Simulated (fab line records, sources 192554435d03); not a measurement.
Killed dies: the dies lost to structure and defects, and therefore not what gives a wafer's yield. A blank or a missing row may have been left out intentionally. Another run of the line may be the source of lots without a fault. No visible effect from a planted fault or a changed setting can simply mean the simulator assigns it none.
Split-lot trial | flow n5-finfet | route with 1938 steps; 7 lots, 21 wafers read

THE SPLIT
At N5_BEOL_M8_COAT_64 (time 60 s, resist thk 12 nm), the setting spin-rpm was moved away from the recipe's 1500 rpm on 4 of the 21 wafers read, by -10.6% to +6.3%. The other wafers ran this setting at the recipe's value.

FROM THE SPLIT TO THE READING: what the file shows between them, 6 steps
- N5_BEOL_M8_EXPOSE_25: exposes mask V7, target cd 40 nm (also split here: dose-mj)
- N5_BEOL_M8_PEB_26: peb time 60 s
- N5_BEOL_M8_DEVELOP_27: develop time 30 s
- N5_BEOL_M8_CD_MEAS_28: target cd 40 nm
- N5_BEOL_M8_DESCUM_33: chemistry O2, time 7 s
- N5_BEOL_M8_ETCH_72: etches underlayer in N2/H2, target depth 6.5 nm, time 5.2 s

THE READING
etch.depth-nm (the simulator's own value, which no gauge read), in nm, at N5_BEOL_M8_ETCH_65 (etches SiARC in CF4, target depth 15.6 nm, time 26 s). The file does not state a usual value for it. Across the 17 wafers here that went through the recipe, the average is 12.01 nm and the standard deviation 0.029 nm.

wafer  | tool, chamber at the split | spin-rpm as run, rpm | against the recipe | etch.depth-nm, nm | against lot-mates on the recipe
L076.1 | litho-track-01, 0          | 1500                 | recipe             | 12                | -
L076.2 | litho-track-01, 0          | 1500                 | recipe             | 12.04             | -
L076.5 | litho-track-01, 0          | 1500                 | recipe             | 12.02             | -
L077.3 | litho-track-04, 0          | 1500                 | recipe             | 11.94             | -
L077.4 | litho-track-04, 0          | 1500                 | recipe             | 11.95             | -
L077.6 | litho-track-04, 0          | 1341                 | -10.6%             | 12.67             | +0.72
L082.2 | litho-track-01, 0          | 1595                 | +6.3%              | 11.67             | -0.36
L082.4 | litho-track-01, 0          | 1500                 | recipe             | 12.03             | -
L082.5 | litho-track-01, 0          | 1595                 | +6.3%              | 11.64             | -0.39
L084.1 | litho-track-04, 0          | 1500                 | recipe             | 12.04             | -
L084.3 | litho-track-04, 0          | 1500                 | recipe             | 12.04             | -
L084.4 | litho-track-04, 0          | 1500                 | recipe             | 12.03             | -
L085.1 | litho-track-05, 0          | 1500                 | recipe             | 12.04             | -
L085.4 | litho-track-05, 0          | 1500                 | recipe             | 12.02             | -
L085.5 | litho-track-05, 0          | 1500                 | recipe             | 12.02             | -
L097.1 | litho-track-04, 0          | 1500                 | recipe             | 12.04             | -
L097.3 | litho-track-04, 0          | 1500                 | recipe             | 12                | -
L097.4 | litho-track-04, 0          | 1500                 | recipe             | 12.02             | -
L096.2 | litho-track-04, 0          | 1567                 | +4.5%              | 11.73             | -0.27
L096.5 | litho-track-04, 0          | 1500                 | recipe             | 11.99             | -
L096.6 | litho-track-04, 0          | 1500                 | recipe             | 12                | -

THE FIT
A straight line over all 21 wafers: etch.depth-nm changes by -0.0601 nm for each +1% of spin-rpm; r = -0.99; the points scatter about the line by 0.03 nm.
The same after taking each lot's own level away (the mean of its wafers on the recipe; 21 wafers): -0.0643 nm for each +1%; r = -1.00; scatter 0.018 nm.
According to that fit, moving spin-rpm by its largest amount changes the reading by 0.68 nm.
From 11.945 to 12.037 nm: that is the span of the lots' own levels, equal to 3.1 times the standard deviation above.
Hence the lot-to-lot level has little effect on the slope; both slopes agree.
Check: with one of the wafers moved furthest among these (-10.6%) left out of the fit, the line predicts +0.628 nm for it against its lot-mates. Against them it came out at +0.725 nm.

OTHER SPLITS APPLIED TO THESE WAFERS
Before the reading, these wafers also passed through other splits. Each is held against what the fit with the lots' levels taken away leaves over:
other split on the same wafers     | wafers away from the commonest value | r with etch.depth-nm (lot level and that fit taken away)
N5_BEOL_M7_EXPOSE_08 dose-mj       | 13                                   | +0.05
N5_BEOL_M7_ETCH_62 source-w        | 6                                    | +0.21
N5_BEOL_M7_STRIP_19 pressure-mtorr | 15                                   | -0.34
N5_BEOL_M8_EXPOSE_25 dose-mj       | 3                                    | -0.02

THE WHOLE CHAIN: every reading that the file lists as answering this split, in the file's order
step               | what it does                                         | reading                                                                          | change (the file's fit)                | r (the file's)
N5_BEOL_M8_COAT_64 | time 60 s, resist thk 12 nm                          | SiARC_of_BEOL_M8_COAT_64.thk-nm (the simulator's own value, which no gauge read) | -0.0568 nm for each +1% of the setting | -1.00
N5_BEOL_M8_ETCH_65 | etches SiARC in CF4, target depth 15.6 nm, time 26 s | etch.depth-nm (the simulator's own value, which no gauge read)                   | -0.0653 nm for each +1% of the setting | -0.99

FILE'S OWN FIT
etch.depth-nm changes by -0.0653 nm for each +1% of spin-rpm, r = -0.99.
